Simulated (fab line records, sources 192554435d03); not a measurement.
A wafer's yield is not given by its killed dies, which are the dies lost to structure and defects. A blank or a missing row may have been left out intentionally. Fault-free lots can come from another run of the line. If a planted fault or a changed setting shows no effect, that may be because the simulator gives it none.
Comparing a struck lot with a sound one -- flow n5Finfet -- 14 out of 1938 route steps
Sound: these wafers, L523.2, L523.4, L523.5. Wafers struck: L531.1, L531.2, L531.6. The cause is given at the end.
For every step that has rows: the tool of each side, followed by ch and its chambers, followed by its first start. Under that, the readings that differ: sound wafers -- struck wafers -- difference of the means -- sigmas: that difference in standard deviations of wafers without a fault.
alike: same words and numbers on both sides, and readings whose means sit less than 2 such deviations apart. not compared: any withheld reading, any reading some wafer has no value for, any bound like >300 that may hide the same value, and any number with overlapping values for which the record gives no deviation.
A row with sigmas, a row that says differs or no value, or rows on one side alone: a step with any of these is where the two part. Non-overlapping numbers with no deviation appear without sigmas and do not part them. A reading missing from all wafers of one side parts the sides only when that side holds two or more wafers.

first, 4 steps without rows for these wafers: N5_SD_EPI_P_SRD_20 (time 30 s); N5_SD_EPI_P_PRECLEAN_51 (cleans in NF3:NH3, afs cycles 1, time 20 s, sublimation time 60 s); N5_SD_EPI_P_VAPOR_ETCH_44 (etches SiGe30 in NF3/Ar, time 3.3 s); N5_SD_EPI_P_EPI_21 (deposits SiGe:B, time 355 s).
N5_SD_EPI_P_EPI_MEAS_23:
  sound on filmMetro-01, day 3 17:47; struck on filmMetro-01, day 5 20:17
  alike: thkNm
then, 6 steps without rows for these wafers: N5_SD_EPI_P_HM_STRIP_48 (strips SiNx in H3PO4, material SiNx, target depth 3 nm); N5_SD_EPI_P_SRD_49 (time 30 s); N5_SD_EPI_P_PRECLEAN_24 (cleans in O3/DIW, time 45 s); N5_SD_EPI_P_PRECLEAN_32 (cleans in dHF, time 10 s); N5_SD_EPI_P_PRECLEAN_33 (cleans in SC2, time 45 s); N5_SD_EPI_P_SRD_25 (time 30 s).
N5_SD_EPI_P_INSPECT_26: inspects for defects (darkfield).
  sound on defectInspect-01, day 3 17:57; struck on defectInspect-01, day 5 20:28
reading,sound,struck,difference,sigmas
rawDefectCount,135 133 141,205 279 275,+117,+3
N5_SD_ACTIVATION_RTA_00: time 0 s.
  sound on rtpAnneal-02 ch 0, day 3 18:01; struck on rtpAnneal-01 ch 0, day 5 20:32
reading,sound,struck,difference,sigmas
lampPowerPct (%),9.00 8.92 8.94,9.26 9.32 9.28,+0.33,+7
lamp_zone_1_pct (%),8.991 8.952 8.974,9.238 9.268 9.304,+0.298,+12
lamp_zone_2_pct (%),8.940 8.945 8.985,9.234 9.244 9.218,+0.275,+11
lamp_zone_3_pct (%),8.977 8.982 8.963,9.300 9.228 9.271,+0.292,+10
lamp_zone_4_pct (%),8.967 8.975 8.954,9.256 9.232 9.277,+0.290,+11
lamp_zone_5_pct (%),8.956 8.977 8.941,9.221 9.294 9.283,+0.308,+11
lamp_zone_6_pct (%),8.893 8.906 8.938,9.187 9.175 9.127,+0.251,+9
lamp_zone_7_pct (%),9.328 9.276 9.299,9.681 9.708 9.673,+0.386,+14
  alike: wafer_temp_C_max
N5_SD_ACTIVATION_LSA_01: time 0.0008 s.
  sound on laserAnneal-01 ch 0, day 3 18:13; struck on laserAnneal-02 ch 0, day 5 20:44
  alike: wafer_temp_C_max

## WHERE THEY PART
First at N5_SD_EPI_P_INSPECT_26; last, within this record, at N5_SD_ACTIVATION_RTA_00. Later steps at which nothing parts them and some readings are alike: N5_SD_ACTIVATION_LSA_01.

WHY: what had been put in by the simulator
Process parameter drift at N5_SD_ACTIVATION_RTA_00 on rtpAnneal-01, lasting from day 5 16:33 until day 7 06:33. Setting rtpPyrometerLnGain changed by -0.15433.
